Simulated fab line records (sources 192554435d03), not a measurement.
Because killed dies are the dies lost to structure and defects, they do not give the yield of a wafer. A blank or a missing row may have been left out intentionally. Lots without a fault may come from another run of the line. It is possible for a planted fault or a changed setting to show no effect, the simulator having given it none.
A struck lot beside a sound one || flow n5_finfet || 35 out of 1938 route steps
Sound: the wafers L545.2, L545.3, L545.5. Struck: wafer L550.4. (L550.1, L550.3 of the same lot were not struck and are left out.) The cause comes at the end.
Order at every step that has rows: each side's tool, ch and its chambers, its first start. Under that, the readings that differ: sound wafers || struck wafers || difference of the means || sigmas: that difference in standard deviations of wafers without a fault.
alike: a reading whose means differ by less than 2 such deviations, as well as words and numbers matching on both sides. not compared: withheld readings; readings where some wafer has no value; bounds like >300 that might hide an equal value; numbers whose values overlap and for which the record gives no deviation.
The two part at a step that has a row with sigmas, a row that says differs or no value, or rows on one side only. Non-overlapping numbers with no deviation appear without sigmas and do not part them. A reading missing from all wafers of one side parts the sides only when that side holds two or more wafers.

first, 9 steps without rows for these wafers: N5_WELL_APT_DESCUM_30 (chemistry O2, time 7.9 s); N5_WELL_APT_IMPLANT_31; N5_WELL_APT_IMPLANT_32; N5_WELL_APT_STRIP_33 (strips in SPM, time 900 s); N5_WELL_APT_RTA_34 (time 10 s); N5_WELL_APT_OXIDE_STRIP_42 (strips SiO2 in dHF, time 45 s, target depth 12 nm); N5_WELL_APT_PRECLEAN_36 (cleans in O3/DIW, time 45 s); N5_WELL_APT_PRECLEAN_39 (cleans in dHF, time 60 s); N5_WELL_APT_SRD_37 (time 30 s).
N5_WELL_APT_EPI_41: deposits Si from SiH4/H2, target thk 50 nm, time 297.7 s.
  sound on epi_rpcvd-01 ch 0, day 2 17:45; struck on epi_rpcvd-01 ch 0, day 3 22:26
{"reading": "model.Si_of_WELL_APT_EPI_41.thk_nm (nm)", "sound": "49.74 49.67 49.85", "struck": 43.97, "difference": -5.78, "sigmas": ""}
  alike: lamp_inner_pct, throttle_valve_pct
then, 24 steps without rows for these wafers: N5_PMOS_HMC_CHANNEL_EPI_HM_DEP_34 (deposits SiO2 from TEOS/O2, target thk 36 nm, time 6.9 s); N5_PMOS_HMC_CHANNEL_EPI_COAT_31 (time 60 s, resist thk 66 nm); N5_PMOS_HMC_CHANNEL_EPI_COAT_03 (resist thk 205 nm); N5_PMOS_HMC_CHANNEL_EPI_EBR_05; N5_PMOS_HMC_CHANNEL_EPI_SOFTBAKE_04 (time 60 s); N5_PMOS_HMC_CHANNEL_EPI_EXPOSE_06 (exposes mask PMOS HMC BLK, target cd 240 nm); N5_PMOS_HMC_CHANNEL_EPI_PEB_07 (peb time 60 s); N5_PMOS_HMC_CHANNEL_EPI_DEVELOP_08 (develop time 30 s); N5_PMOS_HMC_CHANNEL_EPI_DESCUM_14 (chemistry O2, time 7.9 s); N5_PMOS_HMC_CHANNEL_EPI_ETCH_32 (etches BARC in N2/H2, stops on SiO2, target depth 85.8 nm, time 50.3 s); N5_PMOS_HMC_CHANNEL_EPI_HM_OPEN_15 (chemistry CHF3/O2, target SiO2, target depth 40.6 nm, time 20.3 s); N5_PMOS_HMC_CHANNEL_EPI_STRIP_33 (strips in N2/H2); N5_PMOS_HMC_CHANNEL_EPI_STRIP_17 (strips in SPM, time 750 s); N5_PMOS_HMC_CHANNEL_EPI_ETCH_38 (etches SiO2 in CF4, target depth 1.5 nm); N5_PMOS_HMC_CHANNEL_EPI_FIN_RECESS_16 (chemistry HBr/Cl2, target Si, target depth 54 nm, time 18 s); N5_PMOS_HMC_CHANNEL_EPI_PRECLEAN_36 (cleans in O3/DIW, time 45 s); N5_PMOS_HMC_CHANNEL_EPI_PRECLEAN_18 (cleans in DHF, time 30 s); N5_PMOS_HMC_CHANNEL_EPI_SRD_19 (time 30 s); N5_PMOS_HMC_CHANNEL_EPI_EPI_20 (deposits SiGe30, target thk 59 nm); N5_PMOS_HMC_CHANNEL_EPI_HM_STRIP_35 (strips SiO2 in dHF, material SiO2, target depth 39.6 nm, time 216 s); N5_PMOS_HMC_CHANNEL_EPI_SRD_39 (time 30 s); N5_PMOS_HMC_CHANNEL_EPI_CMP_21 (polishes SiGe30, target thk 54 nm); N5_PMOS_HMC_CHANNEL_EPI_PRECLEAN_40 (cleans in DHF, time 30 s); N5_PMOS_HMC_CHANNEL_EPI_PRECLEAN_37 (cleans in O3/DIW, time 45 s).
N5_SD_EPI_N_STRIP_18: strips in SPM, time 750 s.
  sound on wet_bench-01 ch 4,5,7, day 4 03:44; struck on wet_bench-05 ch 6, day 5 07:11
{"reading": "model.Si_of_WELL_APT_EPI_41.thk_nm (nm)", "sound": "8 8.6 8.8", "struck": 4, "difference": -4, "sigmas": ""}

== WHERE THEY PART ==
Nowhere in this record.

WHY: the cause the simulator had injected
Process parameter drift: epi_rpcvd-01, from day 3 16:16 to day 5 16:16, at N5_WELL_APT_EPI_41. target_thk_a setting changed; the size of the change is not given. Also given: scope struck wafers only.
